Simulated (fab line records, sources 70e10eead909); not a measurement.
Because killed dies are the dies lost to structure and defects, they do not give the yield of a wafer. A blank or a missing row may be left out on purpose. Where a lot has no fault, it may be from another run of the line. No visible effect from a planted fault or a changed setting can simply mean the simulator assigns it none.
The tool behind it: which one?	flow nandHarc	36 wafers from 12 lots sampled at 3 of the route's 1159 steps

== WHAT THE GAUGES READ, wafer by wafer ==
NHARC_P_GATE_CD_MEAS_59: target cd 720 nm.
lot	measured	on	cdNm (nm)
L075	day 5 08:32	cdSem-03	719.0 717.6 719.4
L076	day 6 02:04	cdSem-03	720.5 720.4 719.4
L081	day 7 00:40	cdSem-02	718.6 720.2 721.1
L079	day 7 02:58	cdSem-01	718.6 721.3 720.2
L083	day 7 12:56	cdSem-03	717.7 718.6 716.8
L088	day 8 11:38	cdSem-02	719.0 717.5 719.7
L085	day 8 13:44	cdSem-01	716.7 717.0 714.3
L089	day 8 22:41	cdSem-02	715.6 718.2 719.2
L091	day 9 13:35	cdSem-02	719.5 720.4 719.9
L093	day 9 21:17	cdSem-03	719.3 720.3 721.4
L094	day 10 11:28	cdSem-01	719.5 720.7 721.4
L097	day 11 06:48	cdSem-01	716.7 719.2 720.9

== WHICH TOOL RAN EACH LOT (tool, then ch and the chambers of the sampled wafers, then the start) ==
lot	NHARC_P_GATE_STRIP_111	NHARC_P_GATE_STRIP_75
L075	plasmaAsher-02 ch 0,1, day 5 07:20	plasmaAsher-02 ch 0,1, day 5 07:35
L076	plasmaAsher-01 ch 0,1, day 6 00:51	plasmaAsher-01 ch 0,1, day 6 01:09
L081	plasmaAsher-01 ch 0,1, day 6 23:34	plasmaAsher-01 ch 0,1, day 6 23:52
L079	plasmaAsher-01 ch 0,1, day 7 01:52	plasmaAsher-01 ch 0,1, day 7 02:10
L083	plasmaAsher-01 ch 0,1, day 7 11:44	plasmaAsher-01 ch 0,1, day 7 11:59
L088	plasmaAsher-01 ch 0,1, day 8 10:23	plasmaAsher-01 ch 0,1, day 8 10:41
L085	plasmaAsher-01 ch 0,1, day 8 12:41	plasmaAsher-01 ch 0,1, day 8 12:56
L089	plasmaAsher-01 ch 1, day 8 21:38	plasmaAsher-01 ch 1, day 8 21:54
L091	plasmaAsher-01 ch 0, day 9 12:32	plasmaAsher-01 ch 0, day 9 12:47
L093	plasmaAsher-01 ch 0,1, day 9 20:14	plasmaAsher-01 ch 0,1, day 9 20:30
L094	plasmaAsher-02 ch 0,1, day 10 10:14	plasmaAsher-02 ch 0,1, day 10 10:33
L097	plasmaAsher-01 ch 0,1, day 11 05:41	plasmaAsher-01 ch 0,1, day 11 05:59
- NHARC_P_GATE_STRIP_111: strips in N2/H2, time 250 s.
- NHARC_P_GATE_STRIP_75: strips in O2.

== THE ANSWER, worked out from the rows above alone ==
Rule: the usual values come from the lots themselves. Put in order of their means at a reading, lots are off if they are a third of the lots or fewer, leave a main group of 4 or more, and stand apart from it by a gap of 3 or more times the standard deviation of the main group's means; of several such gaps the widest counts. A main group whose means are all the same, to the digits that the tables above print for the reading, isn't used. A lot without any number at a reading at which 4 lots or more have one is off too. Any other lot the step has rows for is counted as sound.
Nothing can be told from this: no lot is off at any reading shown.

== WHAT WAS PUT IN BY THE SIMULATOR ==
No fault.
